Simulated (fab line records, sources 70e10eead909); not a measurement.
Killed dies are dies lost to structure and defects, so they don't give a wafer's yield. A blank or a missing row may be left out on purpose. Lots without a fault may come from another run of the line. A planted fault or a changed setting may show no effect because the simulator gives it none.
fab line records | flow nand_harc
record lots=14 wafers=42 last_day=33
route steps=1302 shown A_CHANNEL_HOLE_D1@478 A_CHANNEL_FILL_D1@494 END@1302
lots that met no fault: from a run of the same line without faults
start_h: hours from the record's first day to the start of the lot's first wafer shown | wait_h: hours since the lot's step before | " the same as in the row above | L1.1+2: a row that stands for several wafers | - no value, or no start given | * or withheld: withheld | < > ~ a bound
route shown NAME@n: a module of which the file shows steps, and the number in the route of the first | usual: mean/standard deviation of fault-free wafers | same: alike in all rows | chamber/n: place in a boat | sites: the reading at each site | _std_site: their standard deviation | _edge_site: outer sites' mean less inner sites' | radius_mm: how far each site lies from the wafer's centre | mask NAME#n: copy n | behind: the tool/chamber that last shaped the wafer | hold: why the lot was held/for how many hours/how that ended | device: the transistor (n, p or np) that didn't switch | end of line: the same wafers' tests at the end of the route | a step without rows: its recipe alone | killed: dies lost to structure and defects at the first sort, not the wafer's yield | map: a wafer's dies, x killed, . not, _ none there
set.NAME: the setting as run; set.NAME@STEP: as run at that earlier step | model.NAME: the simulator's own value behind a step, which no gauge read
steps of the route over a sample of lots; a table a step, a row a wafer
services: from which hour (start_h, from the record's first day; less than 0 if before it) a tool's chamber was out of use, for how many hours, and why
## steps
# step NHARC_A_CHANNEL_HOLE_D1_ETCH_26
# recipe bias_v=300 source_w=2000 pressure_mtorr=30 time_s=224.1 ar_flow_sccm=375 c4f8_flow_sccm=11.4 o2_flow_sccm=113.6 temp_c=-20 target_depth_a=3000 chemistry=C4F8/O2/Ar
# usual drypump_motor_current_A=5.7/0.43 showerhead_plenum_p_Torr=3.76/0.034 throttle_valve_pct=24.584/0.0093
# same time_s=224.1
# columns lot.wafer tool chamber start_h wait_h drypump_motor_current_A rf_hours_counter_h showerhead_plenum_p_Torr throttle_valve_pct
L575.1 har_etch-02 1 185.55 1.5 5.4 282 3.82 24.575
L575.2 " 1 " " 5.4 - 3.82 24.568
L575.5 " 1 " " 5.4 - 3.82 24.589
L577.2 har_etch-02 1 209.18 0.7 5.3 297 3.82 24.573
L577.4 " 1 " " 5.4 - 3.82 24.578
L577.5 " 1 " " 5.4 - 3.82 24.588
L578.1 har_etch-01 0 212.68 0.6 5.4 114 3.77 24.588
L578.3 " 0 " " 5.5 - 3.77 24.593
L578.5 " 0 " " 5.4 - 3.77 24.585
L580.1 har_etch-02 0 245.10 0.7 6.6 324 3.80 24.586
L580.2 " 1 " " 5.4 316 3.80 24.572
L580.5 " 1 " " 5.4 - 3.80 24.599
L585.2 har_etch-02 0 294.42 0.7 6.6 351 3.78 24.570
L585.3 " 0 " " 6.5 - 3.78 24.578
L585.6 " 0 " " 6.5 - 3.78 24.586
L587.2 har_etch-01 0 299.99 0.7 5.4 164 3.74 24.587
L587.1 " 1 " " 5.7 164 3.74 24.581
L587.5 " 0 " " 5.4 - 3.74 24.592
L586.2 har_etch-02 0 302.75 0.7 6.5 359 3.78 24.585
L586.1 " 1 " " 5.4 351 3.78 24.592
L586.6 " 0 " " 6.5 - 3.78 24.591
L592.1 har_etch-01 0 348.37 0.7 5.4 191 3.72 24.577
L592.5 " 0 " " 5.4 - 3.72 24.582
L592.6 " 1 " " 5.7 - 3.72 24.566
L590.2 har_etch-02 1 348.55 0.7 5.4 377 3.77 24.592
L590.3 " 0 " " 6.5 - 3.76 24.571
L590.5 " 1 " " 5.4 - 3.77 24.569
L591.2 har_etch-01 0 356.78 0.6 5.5 198 3.72 24.598
L591.3 " 0 " " 5.5 - 3.72 24.576
L591.5 " 0 " " 5.5 - 3.72 24.583
L593.1 har_etch-02 0 359.14 0.7 6.5 393 3.76 24.576
L593.5 " 0 " " 6.5 - 3.76 24.597
L593.6 " 1 " " 5.4 - 3.76 24.574
L596.4 har_etch-02 1 398.17 0.5 5.4 - 3.76 24.563
L596.3 " 0 " " 6.5 - 3.75 24.583
L596.6 " 0 " " 6.5 - 3.75 24.585
L597.1 har_etch-01 1 413.83 0.7 5.7 229 3.70 24.586
L597.3 " 1 " " 5.7 - 3.70 24.586
L597.6 " 0 " " 5.4 - 3.70 24.587
L598.1 har_etch-02 1 417.83 0.7 5.4 15 3.75 24.560
L598.2 " 0 " " 6.5 15 3.75 24.587
L598.6 " 0 " " 6.5 - 3.75 24.581
# step NHARC_A_CHANNEL_HOLE_D1_INSPECT_40
# usual raw_defect_count=70/25
# columns lot.wafer tool chamber start_h wait_h raw_defect_count
L575.1 defect_inspect-01 - 187.86 - 77
L575.2 " - " " 79
L575.5 " - " " 94
L577.2 defect_inspect-02 - 211.12 - 115
L577.4 " - " " 105
L577.5 " - " " 129
L578.1 defect_inspect-01 - 214.73 - 36
L578.3 " - " " 52
L578.5 " - " " 26
L580.1 defect_inspect-02 - 247.02 - 102
L580.2 " - " " 107
L580.5 " - " " 73
L585.2 defect_inspect-01 - 296.35 - 85
L585.3 " - " " 101
L585.6 " - " " 93
L587.1 defect_inspect-02 - 302.38 - 28
L587.2 " - " " 72
L587.5 " - " " 33
L586.1 defect_inspect-01 - 304.69 - 101
L586.2 " - " " 105
L586.6 " - " " 101
L592.1 defect_inspect-01 - 350.32 - 52
L592.5 " - " " 47
L592.6 " - " " 59
L590.2 defect_inspect-02 - 351.31 - 95
L590.3 " - " " 98
L590.5 " - " " 81
L591.2 defect_inspect-02 - 358.67 - 74
L591.3 " - " " 50
L591.5 " - " " 75
L593.1 defect_inspect-02 - 361.08 - 117
L593.5 " - " " 84
L593.6 " - " " 76
L596.3 defect_inspect-01 - 400.03 - 44
L596.4 " - " " 51
L596.6 " - " " 53
L597.1 defect_inspect-02 - 415.83 - 75
L597.3 " - " " 86
L597.6 " - " " 100
L598.1 defect_inspect-02 - 419.81 - 55
L598.2 " - " " 73
L598.6 " - " " 37
# step NHARC_A_CHANNEL_FILL_D1_ALD_14
# recipe target_thk_a=25 pulse_time_s=10 ald_cycles=25 temp_c=300 material=SiO2
# usual ald_cycles=25/0 heater_power_w=462/42 precursor_pulse_height_rel=0.998/0.018
# columns lot.wafer tool chamber start_h wait_h ald_cycles heater_power_w precursor_pulse_height_rel
L575.2 ald_hk-02 2 195.11 0.1 25 511 0.999
L575.1 " 3 " " 25 442 1.026
L575.5 " 0 " " 25 409 0.998
L577.4 ald_hk-02 0 218.34 0.1 25 423 0.962
L577.2 " 2 " " 25 513 0.968
L577.5 " 3 " " 25 444 1.009
L578.3 ald_hk-01 2 221.94 0.1 25 531 1.027
L578.1 " 0 " " 25 520 0.994
L578.5 " 2 " " 25 537 1.011
L580.1 ald_hk-02 2 254.23 0.0 25 504 1.017
L580.2 " 1 " " 25 402 1.007
L580.5 " 2 " " 25 511 1.001
L585.2 ald_hk-02 2 303.98 0.0 25 516 1.026
L585.3 " 3 " " 25 437 0.977
L585.6 " 3 " " 25 432 1.015
L587.2 ald_hk-02 3 309.62 0.1 25 445 0.978
L587.1 " 0 " " 25 411 1.004
L587.5 " 2 " " 25 520 0.995
L586.2 ald_hk-02 3 309.80 0.3 25 448 0.994
L586.1 " 1 " " 25 413 0.991
L586.6 " 3 " " 25 439 0.994
L592.1 ald_hk-01 2 359.03 1.6 25 543 0.993
L592.6 " 2 " " 25 537 1.000
L592.5 " 3 " " 25 461 1.003
L590.3 ald_hk-01 0 359.25 1.8 25 511 0.989
L590.2 " 1 " " 25 469 1.008
L590.5 " 0 " " 25 512 1.018
L591.2 ald_hk-02 0 368.44 0.1 25 414 0.995
L591.3 " 2 " " 25 520 1.033
L591.5 " 3 " " 25 439 0.985
L593.1 ald_hk-03 1 368.52 0.2 25 456 0.984
L593.6 " 2 " " 25 439 0.996
L593.5 " 3 " " 25 473 0.982
L596.4 ald_hk-01 1 408.62 0.1 25 467 0.992
L596.3 " 3 " " 25 453 1.004
L596.6 " 0 " " 25 507 1.001
L597.1 ald_hk-01 2 423.03 0.0 25 557 1.005
L597.3 " 0 " " 25 526 0.954
L597.6 " 3 " " 25 458 0.989
L598.2 ald_hk-02 1 427.52 0.1 25 435 1.003
L598.1 " 2 " " 25 504 0.958
L598.6 " 3 " " 25 440 0.989
# step NHARC_A_CHANNEL_FILL_D1_ALD_15
# recipe target_thk_a=20 pulse_time_s=60 ald_cycles=19 temp_c=630 pressure_torr=2 material=SiNx
# usual ald_cycles=19/0 precursor_pulse_height_rel=0.998/0.02
# columns lot.wafer tool chamber start_h wait_h ald_cycles precursor_pulse_height_rel
L575.1 ald_sin_batch-03 0 198.16 - 19 0.992
L575.2 " 0 " " 19 0.964
L575.5 " 0 " " 19 1.033
L577.2 ald_sin_batch-01 0 221.42 - 19 1.024
L577.4 " 0 " " 19 0.989
L577.5 " 0 " " 19 1.007
L578.1 ald_sin_batch-02 0 225.03 - 19 1.022
L578.3 " 0 " " 19 0.996
L578.5 " 0 " " 19 1.003
L580.1 ald_sin_batch-01 0 257.35 - 19 0.956
L580.2 " 0 " " 19 1.010
L580.5 " 0 " " 19 0.974
L585.2 ald_sin_batch-03 0 307.10 - 19 1.008
L585.3 " 0 " " 19 1.013
L585.6 " 0 " " 19 0.984
L586.1 ald_sin_batch-01 0 312.66 - 19 0.972
L586.2 " 0 " " 19 1.009
L586.6 " 0 " " 19 1.011
L587.1 ald_sin_batch-01 0 312.66 - 19 1.020
L587.2 " 0 " " 19 1.022
L587.5 " 0 " " 19 0.960
L590.2 ald_sin_batch-02 0 362.15 - 19 1.020
L590.3 " 0 " " 19 0.999
L590.5 " 0 " " 19 1.011
L592.1 ald_sin_batch-02 0 362.15 - 19 0.998
L592.5 " 0 " " 19 1.012
L592.6 " 0 " " 19 0.993
L591.2 ald_sin_batch-02 0 371.52 - 33 1.027
L591.3 " 0 " " 33 0.982
L591.5 " 0 " " 33 0.997
L593.1 ald_sin_batch-02 0 371.52 - 33 1.020
L593.5 " 0 " " 33 0.991
L593.6 " 0 " " 33 1.018
L596.3 ald_sin_batch-01 0 411.71 - 19 1.018
L596.4 " 0 " " 19 0.978
L596.6 " 0 " " 19 0.986
L597.1 ald_sin_batch-03 0 426.16 - 19 1.009
L597.3 " 0 " " 19 1.005
L597.6 " 0 " " 19 0.986
L598.1 ald_sin_batch-01 0 430.57 - 19 0.979
L598.2 " 0 " " 19 0.958
L598.6 " 0 " " 19 0.971
# step NHARC_END_SORT_01
# recipe temp_c=25
# usual defect_limited_yield=90.6/2.3 killed_at_array=59/16 killed_at_other=0.8/1.1 killed_at_periphery=3.6/2.4 killed_dies=64/16 killed_open=3.4/1.8 killed_short=2.5/1.6
# same gross_dies=677
# columns lot.wafer tool chamber start_h wait_h defect_limited_yield[%] killed_at_array killed_at_other killed_at_periphery killed_dies killed_open killed_short
L580.1 prober-02 0 613.59 2.5 90.0 61 1 6 68 5 2
L580.2 prober-02 0 614.40 2.8 90.8 60 1 1 62 2 4
L580.5 prober-02 0 616.82 3.7 91.6 55 1 1 57 4 3
# killed by level:class
L580.1 A_CHANNEL_HOLE_D1:chamber_film_flake=35 A_CHANNEL_HOLE_D2:chamber_film_flake=14 P_ZERO_WELL:chamber_film_flake=4 A_STAIRCASE:chamber_film_flake=4 A_CONTACT:chamber_film_flake=2 P_CONTACT:geometric_particle:open=1 P_M1:geometric_particle:open=1 A_SOURCE_PLATE:geometric_particle:short=1
L580.2 A_CHANNEL_HOLE_D1:chamber_film_flake=39 A_CHANNEL_HOLE_D2:chamber_film_flake=8 A_WL_FILL:geometric_particle:short=3 A_CONTACT:chamber_film_flake=3 A_STAIRCASE:chamber_film_flake=3 A_CHANNEL_HOLE_D2:geometric_particle:short=1 A_CHANNEL_FILL_D2:geometric_particle:open=1 A_WL_FILL:geometric_particle:open=1
L580.5 A_CHANNEL_HOLE_D1:chamber_film_flake=29 A_CHANNEL_HOLE_D2:chamber_film_flake=15 A_STAIRCASE:chamber_film_flake=3 A_CHANNEL_FILL_D1:geometric_particle:open=2 A_CHANNEL_FILL_D1:chamber_film_flake=2 P_CONTACT:geometric_particle:open=1 A_CHANNEL_HOLE_D1:geometric_particle:short=1 A_DECK1_JOINT:geometric_particle:short=1
## services
# columns tool chamber start_h hours kind
ald_hk-02 - 173.53 10.0 pm
ald_hk-02 0 173.53 10.0 vent_cycle
ald_hk-02 1 173.53 10.0 vent_cycle
ald_hk-02 2 173.53 10.0 vent_cycle
ald_hk-02 3 173.53 10.0 vent_cycle
har_etch-02 0 178.01 - consumable_replace:focus_ring
har_etch-02 0 178.01 17.0 scheduled_down
har_etch-02 0 178.01 17.0 vent_cycle
ald_hk-02 0 183.53 - clean
ald_hk-02 1 183.53 - clean
ald_hk-01 - 196.63 3.6 repair
ald_hk-03 - 219.88 10.0 pm
ald_sin_batch-02 - 266.00 26.0 pm
ald_hk-01 - 304.64 10.0 pm
ald_hk-02 - 372.83 0.7 repair
har_etch-02 - 377.00 17.0 pm
har_etch-02 0 377.00 17.0 vent_cycle
har_etch-02 1 377.00 17.0 vent_cycle
har_etch-02 0 394.00 - clean
har_etch-02 0 394.00 - consumable_replace:esc
har_etch-02 0 394.00 - consumable_replace:focus_ring
har_etch-02 1 394.00 - clean
har_etch-02 1 394.00 - consumable_replace:focus_ring
ald_hk-03 - 398.02 10.0 pm
## key
first_sign step=NHARC_A_CHANNEL_FILL_D1_ALD_15 reading=ald_cycles direction=up sigmas=99+ usual=19 struck=33
effect none on later readings
met_at NHARC_A_CHANNEL_FILL_D1_ALD_15
struck_lots L591,L593
rows_end L591.2,L591.3,L591.5,L593.1,L593.5,L593.6
not_acting_at NHARC_A_CHANNEL_HOLE_D1_ETCH_26,NHARC_A_CHANNEL_HOLE_D1_INSPECT_40,NHARC_A_CHANNEL_FILL_D1_ALD_14
onset_between 362.15 371.52
fault kind=process_parameter_drift tool=ald_sin_batch-02 chamber=- onset_h=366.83 steps=NHARC_A_CHANNEL_FILL_D1_ALD_15 channel=ald_cycles offset=14 shape=step end_h=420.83 acts_in=these_recipes_only stated=19
# rows_end: these wafers met a further fault down the route, and their rows from its step on are left out
